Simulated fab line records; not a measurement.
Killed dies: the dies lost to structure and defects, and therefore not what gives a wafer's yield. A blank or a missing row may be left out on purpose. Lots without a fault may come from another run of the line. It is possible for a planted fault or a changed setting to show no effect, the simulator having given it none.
Comparing a struck lot with a sound one ; flow nand harc ; 40 out of 1302 route steps
Sound: the wafers L935.4, L935.5, L935.6. Wafers L942.2, L942.3, L942.6 were the ones struck. The cause is named last.
Each step with rows lists, per side, the tool, then ch with its chambers, then its first start. Under that, the readings that differ: sound wafers ; struck wafers ; difference of the means ; sigmas: that difference in standard deviations of wafers without a fault.
alike: readings with means less than 2 such deviations apart, plus words and numbers identical on both sides. not compared: withheld readings, readings lacking a value on some wafer, bounds such as >300 that could conceal the same value, and numbers that have no deviation in the record and whose values overlap.
Wherever a step has rows on one side only, a row that says differs or no value, or a row with sigmas, the two part there. When numbers do not overlap yet have no deviation, they are printed without sigmas and do not part them. Lack of a reading on every wafer of one side parts them only where that side has two or more wafers.

NHARC_A_BONDPAD_THK_MEAS_20: measures by xrf.
  struck on film metro-02, day 30 17:38; sound on film metro-02, day 27 17:10
  alike: thk nm
then, 1 step without rows for these wafers: NHARC_A_BONDPAD_SRD_21 (time 30 s, dry time 20 s).
NHARC_A_BONDPAD_INSPECT_23:
  struck on defect inspect-01, day 30 17:51; sound on defect inspect-01, day 27 17:23
  alike: raw defect count
then, 5 steps without rows for these wafers: NHARC_HYBRID_BOND_ACTIVATE_00 (chemistry N2, time 60 s); NHARC_HYBRID_BOND_PRECLEAN_01 (cleans in DIW, time 300 s); NHARC_HYBRID_BOND_SRD_02 (time 30 s, dry time 20 s); NHARC_HYBRID_BOND_BOND_03; NHARC_HYBRID_BOND_ANNEAL_04 (time 7200 s).
NHARC_HYBRID_BOND_OVL_MEAS_05:
  struck on overlay-02, day 31 03:21; sound on overlay-01, day 28 03:15
  alike: overlay x nm, overlay y nm
NHARC_HYBRID_BOND_INSPECT_06: inspects for defects (ir void).
  struck on defect inspect-01, day 31 03:24; sound on defect inspect-02, day 28 03:19
  alike: raw defect count
NHARC_THIN_TSV_GRIND_00:
  sound on grinder-01 ch 0, day 28 04:03; struck on grinder-01 ch 0, day 31 03:45
  alike: motor current A
then, 4 steps without rows for these wafers: NHARC_THIN_TSV_CMP_01 (polishes); NHARC_THIN_TSV_SRD_03; NHARC_THIN_TSV_PRECLEAN_41 (cleans in SC1); NHARC_THIN_TSV_SRD_42.
NHARC_THIN_TSV_DEP_43: deposits SiO2, target thk 1328.5 nm.
  sound on pecvd-01 ch 0,1,2, day 28 05:20; struck on pecvd-03 ch 0,2, day 31 05:16
  alike: throttle valve pct
then, 8 steps without rows for these wafers: NHARC_THIN_TSV_DEHYDRATE_04 (time 120 s); NHARC_THIN_TSV_HMDS_05 (time 30 s); NHARC_THIN_TSV_COAT_06; NHARC_THIN_TSV_SOFTBAKE_07 (time 95 s); NHARC_THIN_TSV_EBR_08; NHARC_THIN_TSV_EXPOSE_09 (exposes mask TSV); NHARC_THIN_TSV_PEB_10 (peb time 85 s); NHARC_THIN_TSV_DEVELOP_11 (time 70 s).
NHARC_THIN_TSV_CD_MEAS_12: target cd 1000 nm.
  sound on cd sem-01 ch 0, day 28 06:02; struck on cd sem-03 ch 0, day 31 06:05
  alike: cd nm
then, 2 steps without rows for these wafers: NHARC_THIN_TSV_HARDBAKE_13 (time 80 s); NHARC_THIN_TSV_DESCUM_14 (chemistry O2, time 3 s).
NHARC_THIN_TSV_ETCH_44: etches the open film in CF4/O2, target depth 1594.2 nm, time 797.1 s.
  sound on rie diel-01 ch 0,1, day 28 06:16; struck on rie diel-11 ch 0,2,3, day 31 06:26
  alike: drypump motor current A, oes product au, rf vpp V, showerhead plenum p Torr, throttle valve pct
  not compared: rf hours counter h
NHARC_THIN_TSV_ETCH_15: target depth 3000 nm, bosch target overetch cycles 2, bosch etch step 2.8 s.
  sound on rie si-02 ch 1,2,3, day 28 06:52; struck on rie si-04 ch 0,2, day 31 06:55
  alike: drypump motor current A
  not compared: rf hours counter h
NHARC_THIN_TSV_CD_MEAS_16:
  struck on cd sem-02, day 31 07:02; sound on cd sem-02, day 28 06:59
  alike: cd nm
NHARC_THIN_TSV_STRIP_45: strips in O2.
  sound on plasma asher-01 ch 0,1, day 28 07:12; struck on plasma asher-02 ch 0,1, day 31 07:07
  alike: drypump motor current A, heater power w
  not compared: rf hours counter h
then, 7 steps without rows for these wafers: NHARC_THIN_TSV_STRIP_46 (strips in post etch residue remover, time 1200 s); NHARC_THIN_TSV_DEP_47 (deposits SiO2, target thk 200 nm); NHARC_THIN_TSV_ETCHBACK_48 (etches the open film in C4F8/Ar, target depth 1028.5 nm, time 405.17 s); NHARC_THIN_TSV_STRIP_62 (strips in N2/H2, time 20 s); NHARC_THIN_TSV_DEGAS_49 (time 120 s); NHARC_THIN_TSV_PRE_CLEAN_50 (time 30 s); NHARC_THIN_TSV_PVD_19 (deposits TaN, target thk 20 nm).
NHARC_THIN_TSV_PVD_51: deposits Cu, target thk 100 nm.
  sound on pvd sputter-03; struck on pvd sputter-02
  alike: chamber pressure pa, throttle valve pct
NHARC_END_SORT_01:
  sound on prober-02 ch 0, day 29 06:23; struck on prober-01 ch 0, day 31 21:47
reading;sound;struck;difference;sigmas
defect limited yield (%);92.2 93.1 92.8;0 0 0;-93;-36
killed at other;1 1 4;614 605 612;+608;+99 or more
killed dies;53 47 49;677 677 677;+627;+35
  alike: killed at array, killed at periphery, killed open, killed short

WHERE THEY PART
Only at NHARC_END_SORT_01, as far as this record shows.

WHY: what the simulator had put in
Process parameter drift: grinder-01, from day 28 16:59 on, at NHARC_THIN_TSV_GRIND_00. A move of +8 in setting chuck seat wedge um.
